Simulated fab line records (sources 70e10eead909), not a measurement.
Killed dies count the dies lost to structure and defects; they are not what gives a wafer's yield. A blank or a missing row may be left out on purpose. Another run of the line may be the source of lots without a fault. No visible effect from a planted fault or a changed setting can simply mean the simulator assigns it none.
fab line records ; flow nand-harc ; part 2 of 2: steps 22 to 38 of 38
[record] lots = 5; wafers = 15; last-day = 33
route steps=1302 shown P_M2@328 P_BONDPAD@351
lots that met no fault: taken from a fault-free run of the same line
start-h: hours from the record's opening day to when the first of the lot's shown wafers began ; wait-h: time in hours since the lot's previous step ; " as in the row above ; L1.1+2: a row that stands for several wafers ; - no value, or no start was given ; * or withheld: withheld ; < > ~ a bound
route shown NAME@n: NAME is a module with steps in the file, n the number in the route of the first one ; usual: mean and standard deviation over wafers with no fault ; same: alike in all rows ; chamber/n: place in a boat ; sites: readings site by site ; _std_site: their standard deviation ; _edge_site: the outer-site mean with the inner-site mean subtracted ; radius-mm: how far each site lies from the wafer's centre ; mask NAME#n: copy n ; behind: the tool/chamber that last shaped the wafer ; hold: what put the lot on hold/how long, in hours/how the hold closed ; device: which transistor (n, p or np) failed to switch ; end of line: the route-end tests of the same wafers ; a step without rows: its recipe alone ; killed: at the first sort, the dies lost to defects and structure; wafer yield is something else ; map: a wafer's dies, x killed, . not, _ none there
set.NAME: the setting that was run; set.NAME@STEP: the one run at that earlier step ; model.NAME: the simulator's own value behind a step, which no gauge read
lots at some steps of the route; a table a step, a row a wafer
services: the hour from which a tool's chamber was out of use, counted from the record's first day as start-h (under 0 if before that day), plus the number of hours and why
[[steps]]
[step NHARC_P_M2_DEP_33]
[recipe] target-thk-a = 300; temp-c = 370; target-thk-nm = 30; pressure-torr = 3; flow-sccm = 200; rf-w = 450; material = SiCN
[usual] heater-power-w = 576/80; rf-fwd-power-W = 449.2/1.4
lot.wafer;tool;chamber;start-h;wait-h;heater-power-w;rf-fwd-power-W
L076.1;pecvd-04;0;149.42;0.1;598;449.3
L076.3;pecvd-04;2;149.42;0.1;389;449.6
L076.5;pecvd-04;1;149.42;0.1;637;449.7
L084.1;pecvd-03;1;233.03;0.1;687;449.9
L084.2;pecvd-03;2;233.03;0.1;609;448.2
L084.3;pecvd-03;0;233.03;0.1;526;449.8
L092.2;pecvd-03;2;319.16;0.1;643;449.8
L092.3;pecvd-03;1;319.16;0.1;683;449.6
L092.5;pecvd-03;2;319.16;0.1;630;447.6
L095.1;pecvd-03;1;346.82;0.1;699;448.7
L095.3;pecvd-03;0;346.82;0.1;583;449.2
L095.6;pecvd-03;2;346.82;0.1;558;447.4
L096.1;pecvd-04;0;355.94;0.1;557;451.0
L096.6;pecvd-04;2;355.94;0.1;514;449.1
L096.5;pecvd-04;1;355.94;0.1;713;450.4
[step NHARC_P_BONDPAD_DEP_00]
[recipe] target-thk-a = 2500; temp-c = 370; target-thk-nm = 250; pressure-torr = 3; flow-sccm = 200; rf-w = 450; material = SiCN
[usual] heater-power-w = 566/66; rf-fwd-power-W = 449.1/1.4
lot.wafer;tool;chamber;start-h;wait-h;heater-power-w;rf-fwd-power-W
L076.1;pecvd-03;1;149.81;-;661;447.5
L076.3;pecvd-03;0;149.81;-;521;449.9
L076.5;pecvd-03;0;149.81;-;553;450.1
L084.1;pecvd-04;1;233.45;-;638;450.4
L084.3;pecvd-04;2;233.45;-;458;448.4
L084.2;pecvd-04;0;233.45;-;534;452.1
L092.2;pecvd-03;1;320.37;1.2;595;449.1
L092.3;pecvd-03;1;320.37;1.2;620;450.7
L092.5;pecvd-03;1;320.37;1.2;634;448.8
L095.1;pecvd-03;2;-;-;526;449.9
L095.3;pecvd-03;0;-;-;498;450.3
L095.6;pecvd-03;2;-;-;543;448.2
L096.1;pecvd-01;1;356.32;-;465;449.1
L096.6;pecvd-01;1;356.32;-;466;448.3
L096.5;pecvd-01;2;356.32;-;572;447.6
[step NHARC_P_BONDPAD_CMP_32]
[recipe] target-thk-nm = 200; material = SiCN
[usual] motor-current-A = 12.0/1.4
lot.wafer;tool;chamber;start-h;wait-h;motor-current-A
L076.1;cmp-01;3;150.22;-;12.4
L076.3;cmp-01;1;150.22;-;10.1
L076.5;cmp-01;3;150.22;-;11.8
L084.1;cmp-01;2;233.85;-;12.6
L084.2;cmp-01;3;233.85;-;11.4
L084.3;cmp-01;0;233.85;-;14.5
L092.3;cmp-04;3;320.90;0.3;12.1
L092.2;cmp-04;0;320.90;0.3;10.0
L092.5;cmp-04;1;320.90;0.3;10.9
L095.1;cmp-03;0;347.66;-;12.6
L095.3;cmp-03;3;347.66;-;13.3
L095.6;cmp-03;0;347.66;-;11.9
L096.1;cmp-04;1;356.80;-;10.5
L096.5;cmp-04;2;356.80;-;10.2
L096.6;cmp-04;3;356.80;-;12.1
[step NHARC_P_BONDPAD_THK_MEAS_33]
[recipe] thk-meas-gauge = ellipsometry
[usual] thk-nm = 200.0/1.5
lot.wafer;tool;chamber;start-h;wait-h;thk-nm
L076.1;film-metro-02;-;150.47;0.2;199.6
L076.3;film-metro-02;-;150.47;0.2;200.0
L076.5;film-metro-02;-;150.47;0.2;200.7
L084.1;film-metro-01;-;234.10;0.2;198.7
L084.2;film-metro-01;-;234.10;0.2;198.3
L084.3;film-metro-01;-;234.10;0.2;200.9
L092.2;film-metro-02;-;321.10;0.2;198.8
L092.3;film-metro-02;-;321.10;0.2;197.6
L092.5;film-metro-02;-;321.10;0.2;201.4
L095.1;film-metro-01;-;347.91;0.2;198.2
L095.3;film-metro-01;-;347.91;0.2;199.7
L095.6;film-metro-01;-;347.91;0.2;198.7
L096.1;film-metro-01;-;356.98;0.1;197.9
L096.5;film-metro-01;-;356.98;0.1;199.0
L096.6;film-metro-01;-;356.98;0.1;196.4
[step NHARC_P_BONDPAD_SRD_34]
lot.wafer;tool;chamber;start-h;wait-h
L076.5+1+3;wet-bench-08;3,7,0;150.51;0.0
L084.3+2+1;wet-bench-10;7,0,1;234.15;0.0
L092.3+5+2;wet-bench-08;2,3,5;321.15;0.0
L095.3+6+1;wet-bench-10;5,0,1;347.95;0.0
L096.1+5+6;wet-bench-10;0,3,4;357.02;0.0
[step NHARC_P_BONDPAD_DEHYDRATE_01]
[recipe] temp-c = 150; time-s = 120
lot.wafer;tool;chamber;start-h;wait-h
L076.1+3+5;litho-track-05;0;150.59;0.1
L084.1+2+3;litho-track-05;0;234.23;0.1
L092.2+3+5;litho-track-05;0;321.23;0.1
L095.1+3+6;litho-track-05;0;348.03;0.1
L096.1+5+6;litho-track-02;0;357.10;0.1
[step NHARC_P_BONDPAD_HMDS_02]
[recipe] time-s = 30
lot.wafer;tool;chamber;start-h;wait-h
L076.1+3+5;litho-track-05;0;-;-
L084.1+2+3;litho-track-05;0;-;-
L092.2+3+5;litho-track-05;0;-;-
L095.1+3+6;litho-track-05;0;-;-
L096.1+5+6;litho-track-02;0;-;-
[step NHARC_P_BONDPAD_COAT_36]
[recipe] temp-c = 200; time-s = 65
lot.wafer;tool;chamber;start-h;wait-h
L076.1+3+5;litho-track-05;0;-;-
L084.1+2+3;litho-track-05;0;-;-
L092.2+3+5;litho-track-05;0;-;-
L095.1+3+6;litho-track-05;0;-;-
L096.1+5+6;litho-track-02;0;-;-
[step NHARC_P_BONDPAD_COAT_03]
[recipe] spin-rpm = 2000; resist-thk-nm = 600
lot.wafer;tool;chamber;start-h;wait-h
L076.1+3+5;litho-track-05;0;-;-
L084.1+2+3;litho-track-05;0;-;-
L092.2+3+5;litho-track-05;0;-;-
L095.1+3+6;litho-track-05;0;-;-
L096.1+5+6;litho-track-02;0;-;-
[step NHARC_P_BONDPAD_SOFTBAKE_04]
[recipe] temp-c = 125; time-s = 70
lot.wafer;tool;chamber;start-h;wait-h
L076.1+3+5;litho-track-05;0;-;-
L084.1+2+3;litho-track-05;0;-;-
L092.2+3+5;litho-track-05;0;-;-
L095.1+3+6;litho-track-05;0;-;-
L096.1+5+6;litho-track-02;0;-;-
[step NHARC_P_BONDPAD_EBR_05]
lot.wafer;tool;chamber;start-h;wait-h
L076.1+3+5;litho-track-05;0;-;-
L084.1+2+3;litho-track-05;0;-;-
L092.2+3+5;litho-track-05;0;-;-
L095.1+3+6;litho-track-05;0;-;-
L096.1+5+6;litho-track-02;0;-;-
[step NHARC_P_BONDPAD_EXPOSE_06]
[recipe] na = 0.55; dose-mj = 37.06; mask-id = P_BPAD
lot.wafer;tool;chamber;start-h;wait-h;mask
L076.1+3+5;krf-scanner-02;0;150.88;-;P_BPAD#0
L084.1+2+3;krf-scanner-02;0;234.52;-;P_BPAD#0
L092.2+3+5;krf-scanner-04;0;321.52;-;P_BPAD#0
L095.1+3+6;krf-scanner-02;0;348.32;-;P_BPAD#0
L096.1+5+6;krf-scanner-02;0;357.26;-;P_BPAD#0
[step NHARC_P_BONDPAD_PEB_07]
[recipe] peb-temp-c = 128; peb-time-s = 80
lot.wafer;tool;chamber;start-h;wait-h
L076.1+3+5;litho-track-05;0;150.95;0.1
L084.1+2+3;litho-track-05;0;234.58;0.1
L092.2+3+5;litho-track-02;0;321.59;0.1
L095.1+3+6;litho-track-03;0;348.39;0.1
L096.1+5+6;litho-track-05;0;357.33;0.1
[step NHARC_P_BONDPAD_DEVELOP_08]
[recipe] time-s = 50; dev-temp-c = 22
lot.wafer;tool;chamber;start-h;wait-h
L076.1+3+5;litho-track-05;0;-;-
L084.1+2+3;litho-track-05;0;-;-
L092.2+3+5;litho-track-02;0;-;-
L095.1+3+6;litho-track-03;0;-;-
L096.1+5+6;litho-track-05;0;-;-
[step NHARC_P_BONDPAD_CD_MEAS_09]
[recipe] target-cd-nm = 500; landing-energy-ev = 500
[usual] cd-nm = 500.1/1.4
lot.wafer;tool;chamber;start-h;wait-h;cd-nm
L076.1;cd-sem-03;0;151.03;-;500.5
L076.3;cd-sem-03;0;151.03;-;503.3
L076.5;cd-sem-03;0;151.03;-;501.3
L084.1;cd-sem-02;0;234.67;-;499.6
L084.2;cd-sem-02;0;234.67;-;500.9
L084.3;cd-sem-02;0;234.67;-;499.7
L092.2;cd-sem-02;0;321.67;-;499.4
L092.3;cd-sem-02;0;321.67;-;497.7
L092.5;cd-sem-02;0;321.67;-;499.9
L095.1;cd-sem-02;0;348.48;-;499.8
L095.3;cd-sem-02;0;348.48;-;501.1
L095.6;cd-sem-02;0;348.48;-;502.6
L096.1;cd-sem-01;0;357.41;-;500.6
L096.5;cd-sem-01;0;357.41;-;500.7
L096.6;cd-sem-01;0;357.41;-;501.8
[step NHARC_P_BONDPAD_OVL_MEAS_38]
[usual] overlay-x-nm = 1/5.7; overlay-y-nm = 1/6
lot.wafer;tool;chamber;start-h;wait-h;overlay-x-nm;overlay-y-nm
L076.1;overlay-01;-;151.12;-;2;5
L076.3;overlay-01;-;151.12;-;2;4
L076.5;overlay-01;-;151.12;-;2;4
L084.1;overlay-01;-;234.76;-;0;-1
L084.2;overlay-01;-;234.76;-;0;0
L084.3;overlay-01;-;234.76;-;0;-1
L092.2;overlay-02;-;321.76;-;2;2
L092.3;overlay-02;-;321.76;-;2;1
L092.5;overlay-02;-;321.76;-;2;2
L095.1;overlay-02;-;348.57;-;1;6
L095.3;overlay-02;-;348.57;-;1;5
L095.6;overlay-02;-;348.57;-;1;6
L096.1;overlay-02;-;357.50;-;3;-1
L096.5;overlay-02;-;357.50;-;3;-1
L096.6;overlay-02;-;357.50;-;3;-1
[step NHARC_P_BONDPAD_HARDBAKE_10]
[recipe] temp-c = 118; time-s = 65
lot.wafer;tool;chamber;start-h;wait-h
L076.1+3+5;litho-track-02;0;151.17;0.0
L084.1+2+3;litho-track-03;0;234.80;0.0
L092.2+3+5;litho-track-05;0;321.81;0.0
L095.1+3+6;litho-track-05;0;348.61;0.0
L096.1+5+6;litho-track-02;0;357.55;0.0
[[services]]
tool;chamber;start-h;hours;kind
litho-track-05;-;124.00;7.0;pm
rie-diel-06;-;130.20;9.0;pm
wet-bench-10;-;135.20;8.0;pm
rie-diel-03;0;135.67;5.0;repair
pvd-sputter-03;-;170.00;10.0;pm
pecvd-03;-;173.08;2.4;repair
pecvd-03;-;185.00;13.0;pm
pvd-sputter-03;-;193.04;1.6;repair
pvd-sputter-01;-;226.00;10.0;pm
litho-track-02;-;227.00;7.0;pm
rie-diel-03;2;255.55;3.6;repair
rie-diel-06;2;264.59;4.0;repair
rie-diel-03;3;266.55;14.2;repair
pvd-sputter-01;-;267.30;2.8;repair
pvd-sputter-03;-;286.01;6.8;repair
rie-diel-03;-;291.41;9.0;pm
wet-bench-08;-;294.40;8.0;pm
litho-track-05;-;299.00;7.0;pm
wet-bench-10;-;306.08;2.5;repair
rie-diel-06;-;307.20;9.0;pm
wet-bench-10;-;311.20;8.0;pm
pvd-sputter-03;-;333.78;6.7;repair
rie-diel-06;-;335.88;1.2;repair
pvd-sputter-03;-;348.00;10.0;pm
